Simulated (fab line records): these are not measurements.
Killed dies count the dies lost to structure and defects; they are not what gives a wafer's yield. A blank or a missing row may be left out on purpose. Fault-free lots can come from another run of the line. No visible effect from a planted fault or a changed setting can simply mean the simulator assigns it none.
Chamber matching || flow n5Finfet || N5_DUMMY_GATE_ETCH_44 on rieSi-03: 4 sister chambers
The step etches poly-Si in HBr/O2, stops on SiO2, target depth 127.5 nm. 8 wafers are shown with their chamber, then 7 later ones without.

== WAFERS, EACH WITH ITS CHAMBER ==
{"wafer": "L084.4", "chamber": 2, "throttleValvePct (%)": 19.01, "drypumpMotorCurrentA (A)": 5.5}
{"wafer": "L084.6", "chamber": 1, "throttleValvePct (%)": 18.83, "drypumpMotorCurrentA (A)": 5.4}
{"wafer": "L085.2", "chamber": 3, "throttleValvePct (%)": 18.59, "drypumpMotorCurrentA (A)": 4.9}
{"wafer": "L085.6", "chamber": 2, "throttleValvePct (%)": 19.00, "drypumpMotorCurrentA (A)": 5.4}
{"wafer": "L089.3", "chamber": 3, "throttleValvePct (%)": 18.58, "drypumpMotorCurrentA (A)": 4.9}
{"wafer": "L089.5", "chamber": 0, "throttleValvePct (%)": 18.32, "drypumpMotorCurrentA (A)": 6.3}
{"wafer": "L090.3", "chamber": 0, "throttleValvePct (%)": 18.33, "drypumpMotorCurrentA (A)": 6.3}
{"wafer": "L090.4", "chamber": 1, "throttleValvePct (%)": 18.81, "drypumpMotorCurrentA (A)": 5.3}

== WAFERS WITH NO CHAMBER GIVEN ==
{"wafer": "L090.5", "throttleValvePct (%)": 18.30, "drypumpMotorCurrentA (A)": 6.3}
{"wafer": "L093.2", "throttleValvePct (%)": 18.59, "drypumpMotorCurrentA (A)": 4.9}
{"wafer": "L093.3", "throttleValvePct (%)": 19.00, "drypumpMotorCurrentA (A)": 5.4}
{"wafer": "L093.4", "throttleValvePct (%)": 18.29, "drypumpMotorCurrentA (A)": 6.2}
{"wafer": "L096.1", "throttleValvePct (%)": 18.99, "drypumpMotorCurrentA (A)": 5.4}
{"wafer": "L096.2", "throttleValvePct (%)": 18.58, "drypumpMotorCurrentA (A)": 4.9}
{"wafer": "L096.4", "throttleValvePct (%)": 18.33, "drypumpMotorCurrentA (A)": 6.3}

== EACH ONE'S CHAMBER ==
{"wafer": "L090.5", "from the rows above": 0, "in truth": 0}
{"wafer": "L093.2", "from the rows above": 3, "in truth": 3}
{"wafer": "L093.3", "from the rows above": 2, "in truth": 2}
{"wafer": "L093.4", "from the rows above": 0, "in truth": 0}
{"wafer": "L096.1", "from the rows above": 2, "in truth": 2}
{"wafer": "L096.2", "from the rows above": 3, "in truth": 3}
{"wafer": "L096.4", "from the rows above": 0, "in truth": 0}
Placed correctly: 7 of 7. From these rows, 0 cannot be placed. 0 placed wrongly.
How it was worked out, from the rows above alone: a wafer's distance from a chamber is the root of the sum, over the readings, of the square of ((its reading less the chamber's mean) divided by the reading's scatter). The wafer belongs to the nearest chamber; if the next one is less than 2 further off, it can't be placed. Each chamber's mean is taken over the wafers shown for it. The scatter: the root of (the sum of the squares of (reading less its chamber's mean) over the shown wafers, divided by (wafers less chambers)).
